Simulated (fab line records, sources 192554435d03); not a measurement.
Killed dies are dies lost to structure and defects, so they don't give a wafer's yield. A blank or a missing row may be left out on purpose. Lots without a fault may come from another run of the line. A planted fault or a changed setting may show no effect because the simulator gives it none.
Problem report in the 8D (eight disciplines) form, filled by code | flow n5_finfet | the parts of the form that need people (team, actions taken, sign-off) are left out

1. THE PROBLEM
time_to_endpoint_s at N5_BEOL_M9_CMP_52 reads a mean of 87 s on 1 wafer of 1 lot; wafers without a fault read 63 s with a standard deviation of 3.2. That is +7.5 standard deviations from the usual mean.
The step: polishes, stops on SiCOH lowk, t overpolish 7 s, target thk 140 nm.
First seen on wafer L666.5, day 11 14:35, on cmp-02. The record holds 34 wafers of 12 lots with a number at this step. Rule for "out", or "out of limits": more than 4 standard deviations from the usual mean. The other wafers with a number count as sound.

2. WHAT IT IS AND WHAT IT IS NOT
question                    | is                 | is not
which readings at this step | time_to_endpoint_s | motor_current_A
which lots                  | L666               | L659, L660, L661, L662, L663, L664, L675, L677, L679, L681, L682
which wafers of those lots  | L666.5             | L666.3
read on which tools         | cmp-02             | cmp-03, cmp-04
when                        | from day 11 14:35  | up to then (19 sound wafers); but 14 sound wafers of L675, L677, L679, L681, L682 came after

3. SUSPECTS, AND WHAT RULES EACH OUT
Counting: a tool at a process step up to the reading stays a suspect if it ran every lot that is out. Sound lots after the first of them don't rule it out here, since some wafers of a struck lot are sound.
- pvd_sputter-03 at N5_BEOL_M9_DEGAS_44 (time 60 s): kept. It ran the lot that is out, L666 (day 11 13:06); its last sound lot up to then is L663 (day 10 18:53).
- pvd_sputter-03 at N5_BEOL_M9_PRE_CLEAN_45 (time 30 s): kept. It ran the lot that is out, L666 (day 11 13:08); its last sound lot up to then is L663 (day 10 18:55).
- ecd_cu-02 at N5_BEOL_M9_ECD_50 (material Cu, target thk 318 nm): kept. It ran the lot that is out, L666 (day 11 14:10); its last sound lot up to then is L664 (day 11 07:05).
- cmp-02 at N5_BEOL_M9_CMP_52 (polishes, stops on SiCOH lowk, t overpolish 7 s, target thk 140 nm): kept. It ran the lot that is out, L666 (day 11 14:35); its last sound lot up to then is L659 (day 9 19:11). Its own readings are out on those wafers: time_to_endpoint_s.
- Within cmp-02 at N5_BEOL_M9_CMP_52: the wafers that are out ran in chamber 1; their sound lot-mates ran in chamber 0.
Left after counting: pvd_sputter-03 at N5_BEOL_M9_DEGAS_44, pvd_sputter-03 at N5_BEOL_M9_PRE_CLEAN_45, ecd_cu-02 at N5_BEOL_M9_ECD_50, cmp-02 at N5_BEOL_M9_CMP_52.

4. THE CAUSE (what the simulator had put in)
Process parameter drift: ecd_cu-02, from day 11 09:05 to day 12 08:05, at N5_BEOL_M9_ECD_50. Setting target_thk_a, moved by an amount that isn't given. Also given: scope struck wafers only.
Counting left 4 suspects, and this tool is among them.

5. THE CHAIN OF EFFECTS, in route order
Each row: a reading whose mean over the struck wafers that have a number lies more than 3 standard deviations from the usual. Only readings for which the record gives a usual standard deviation are gone through. hours: the time from each lot's start at the first step in this table that gives one to its start at this step, as a median over the lots. sigmas: the change in usual standard deviations.
hours | step              | reading            | usual | on struck wafers | change | sigmas
0     | N5_BEOL_M9_CMP_52 | time_to_endpoint_s | 63 s  | 87               | +24    | +7.5
The process steps in it:
- N5_BEOL_M9_CMP_52: polishes, stops on SiCOH lowk, t overpolish 7 s, target thk 140 nm.

6. WHAT WOULD HAVE CAUGHT IT SOONER
In this record the first reading out of limits was taken at day 11 14:35, 6 hours after the fault began at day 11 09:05.
All the lots that are out (1) had begun N5_BEOL_M9_ECD_50 on ecd_cu-02 by day 11 14:35. A hold on the tool at that time would have spared none of them.
